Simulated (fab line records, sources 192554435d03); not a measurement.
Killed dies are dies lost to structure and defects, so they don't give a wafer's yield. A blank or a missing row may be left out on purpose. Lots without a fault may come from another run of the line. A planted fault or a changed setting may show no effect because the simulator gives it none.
Chamber matching | flow n5_finfet | N5_GATE_CUT_ALD_22 on ald_sin-01: 4 sister chambers
The step deposits SiNx, target thk 16 nm, pulse time 1 s, ald cycles 320. 4 wafers are shown with their chamber, then 10 later ones without.

WAFERS WITH THEIR CHAMBER
wafer  | chamber | heater_power_w (W)
L084.1 | 2       | 731
L085.1 | 3       | 929
L086.1 | 1       | 899
L086.2 | 0       | 916

WAFERS WITHOUT THEIR CHAMBER
wafer  | heater_power_w (W)
L086.4 | 931
L090.2 | 889
L090.4 | 921
L090.5 | 905
L091.1 | 933
L091.4 | 900
L091.6 | 912
L092.1 | 928
L092.4 | 746
L092.5 | 904

WHICH CHAMBER EACH WENT THROUGH
wafer  | from the rows above          | in truth
L086.4 | can't be placed: 3 or 0      | 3
L090.2 | 1                            | 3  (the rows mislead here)
L090.4 | can't be placed: 0 or 3      | 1
L090.5 | can't be placed: 1 or 0      | 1
L091.1 | can't be placed: 3 or 0      | 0
L091.4 | 1                            | 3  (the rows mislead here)
L091.6 | can't be placed: 0 or 1 or 3 | 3
L092.1 | can't be placed: 3 or 0      | 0
L092.4 | 2                            | 2
L092.5 | can't be placed: 1 or 0      | 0
Placed correctly: 1 of 10. Can't be placed from these rows: 7 (the true chamber is among the candidates in 6). Placed wrongly: 2.
How it was worked out, from the rows above alone: a wafer's distance from a chamber is the root of the sum, over the readings, of the square of ((its reading less the chamber's mean) divided by the reading's scatter). The wafer belongs to the nearest chamber; if the next one is less than 2 further off, it can't be placed. A chamber's mean is the mean of its shown wafers. The scatter: with one shown wafer a chamber, the root of the mean of the squares of how far each hidden wafer lies from its nearest shown one.
